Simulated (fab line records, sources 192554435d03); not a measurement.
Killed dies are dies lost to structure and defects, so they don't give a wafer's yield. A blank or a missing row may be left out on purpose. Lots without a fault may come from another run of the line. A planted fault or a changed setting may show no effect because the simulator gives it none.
Split-lot experiment | flow n5_finfet | 7 lots, 39 wafers read, on a route of 1938 steps

THE SPLIT
At N5_SD_EPI_N_DEVELOP_08 (develop time 30 s), the setting develop_time_s was moved away from the recipe's 30 s on 12 of the 39 wafers read, by -43.0% to +51.8%. The other wafers ran this setting at the recipe's value.

The file shows no step between the split and the reading.

THE READING
cd_nm, in nm, at N5_SD_EPI_N_CD_MEAS_09 (target cd 120 nm). Fault-free wafers of this fab line usually give 120.6 nm, standard deviation 0.69 nm.

wafer  | tool, chamber at the split | develop_time_s as run, s | against the recipe | cd_nm, nm | against lot-mates on the recipe
L074.1 | litho_track-05, 0          | 30                       | recipe             | 120.9     | -
L074.2 | litho_track-05, 0          | 17.1                     | -43.0%             | 118.2     | -3.2
L074.3 | litho_track-05, 0          | 17.1                     | -43.0%             | 118.1     | -3.3
L074.4 | litho_track-05, 0          | 17.1                     | -43.0%             | 117.3     | -4.1
L074.5 | litho_track-05, 0          | 30                       | recipe             | 122.1     | -
L074.6 | litho_track-05, 0          | 30                       | recipe             | 121.3     | -
L083.1 | litho_track-04, 0          | 30                       | recipe             | 119.0     | -
L083.2 | litho_track-04, 0          | 19.65                    | -34.5%             | 117.7     | -2.0
L083.3 | litho_track-04, 0          | 30                       | recipe             | 119.7     | -
L083.4 | litho_track-04, 0          | 30                       | recipe             | 120.4     | -
L083.5 | litho_track-04, 0          | 19.65                    | -34.5%             | 117.4     | -2.3
L083.6 | litho_track-04, 0          | 19.65                    | -34.5%             | 118.7     | -1.0
L086.1 | litho_track-05, 0          | 30                       | recipe             | 120.9     | -
L086.2 | litho_track-05, 0          | 30                       | recipe             | 120.8     | -
L086.3 | litho_track-05, 0          | 30                       | recipe             | 120.7     | -
L086.4 | litho_track-05, 0          | 30                       | recipe             | 121.0     | -
L086.5 | litho_track-05, 0          | 30                       | recipe             | 120.7     | -
L086.6 | litho_track-05, 0          | 30                       | recipe             | 121.5     | -
L089.1 | litho_track-05, 0          | 20.36                    | -32.1%             | 119.7     | -1.9
L089.2 | litho_track-05, 0          | 30                       | recipe             | 121.7     | -
L089.3 | litho_track-05, 0          | 20.36                    | -32.1%             | 119.4     | -2.2
L089.4 | litho_track-05, 0          | 30                       | recipe             | 121.8     | -
L089.5 | litho_track-05, 0          | 30                       | recipe             | 121.3     | -
L089.6 | litho_track-05, 0          | 20.36                    | -32.1%             | 119.9     | -1.7
L091.3 | litho_track-05, 0          | 30                       | recipe             | 121.1     | -
L091.4 | litho_track-05, 0          | 30                       | recipe             | 120.9     | -
L091.6 | litho_track-05, 0          | 30                       | recipe             | 120.8     | -
L096.1 | litho_track-05, 0          | 30                       | recipe             | 121.3     | -
L096.2 | litho_track-05, 0          | 30                       | recipe             | 120.7     | -
L096.3 | litho_track-05, 0          | 30                       | recipe             | 120.6     | -
L096.4 | litho_track-05, 0          | 30                       | recipe             | 121.1     | -
L096.5 | litho_track-05, 0          | 30                       | recipe             | 121.3     | -
L096.6 | litho_track-05, 0          | 30                       | recipe             | 120.6     | -
L097.1 | litho_track-04, 0          | 30                       | recipe             | 120.0     | -
L097.2 | litho_track-04, 0          | 45.54                    | +51.8%             | 120.7     | +0.8
L097.3 | litho_track-04, 0          | 30                       | recipe             | 119.8     | -
L097.4 | litho_track-04, 0          | 30                       | recipe             | 119.9     | -
L097.5 | litho_track-04, 0          | 45.54                    | +51.8%             | 121.5     | +1.6
L097.6 | litho_track-04, 0          | 45.54                    | +51.8%             | 122.0     | +2.1

THE FIT
A straight line over all 39 wafers: cd_nm changes by +0.0408 nm for each +1% of develop_time_s; r = +0.73; the points scatter about the line by 0.88 nm.
The same after taking each lot's own level away (the mean of its wafers on the recipe; 39 wafers): +0.0506 nm for each +1%; r = +0.89; scatter 0.6 nm.
On that fit, the largest move of develop_time_s shifts the reading by 2.6 nm.
The lots' own levels span 119.70 to 121.60 nm, that is 2.8 times the standard deviation above.
So the lot-to-lot level blurs the effect unless lot-mates are compared.
Check: with one of the wafers moved furthest among these (+51.8%) left out of the fit, the line predicts +2.77 nm for it against its lot-mates. It came out at +0.8 nm against them.

OTHER SPLITS ON THESE WAFERS
These wafers also went through other splits before the reading. Each is held against what the fit with the lots' levels taken away leaves over:
other split on the same wafers       | wafers away from the commonest value | r with cd_nm (lot level and that fit taken away)
N5_ZERO_LAYER_ETCH_18 target_depth_a | 15                                   | -0.07
N5_FIN_SAQP_DESCUM_21 time_s         | 15                                   | +0.17

THE WHOLE CHAIN: every reading that the file lists as answering this split, in the file's order
step                   | what it does                                           | reading                                                         | change (the file's fit)                | r (the file's)
N5_SD_EPI_N_CD_MEAS_09 | target cd 120 nm                                       | cd_nm                                                           | +0.0528 nm for each +1% of the setting | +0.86
N5_SD_EPI_N_DESCUM_14  | chemistry O2, time 7.9 s                               | SD_EPI_N.cd_nm (the simulator's own value, which no gauge read) | +0.0532 nm for each +1% of the setting | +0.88
N5_SD_EPI_N_ETCH_34    | etches SiARC in CF4, target depth 45.5 nm, time 75.8 s | SD_EPI_N.cd_nm (the simulator's own value, which no gauge read) | +0.0522 nm for each +1% of the setting | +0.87

THE FILE'S OWN FIT
cd_nm changes by +0.0528 nm for each +1% of develop_time_s, r = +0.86.
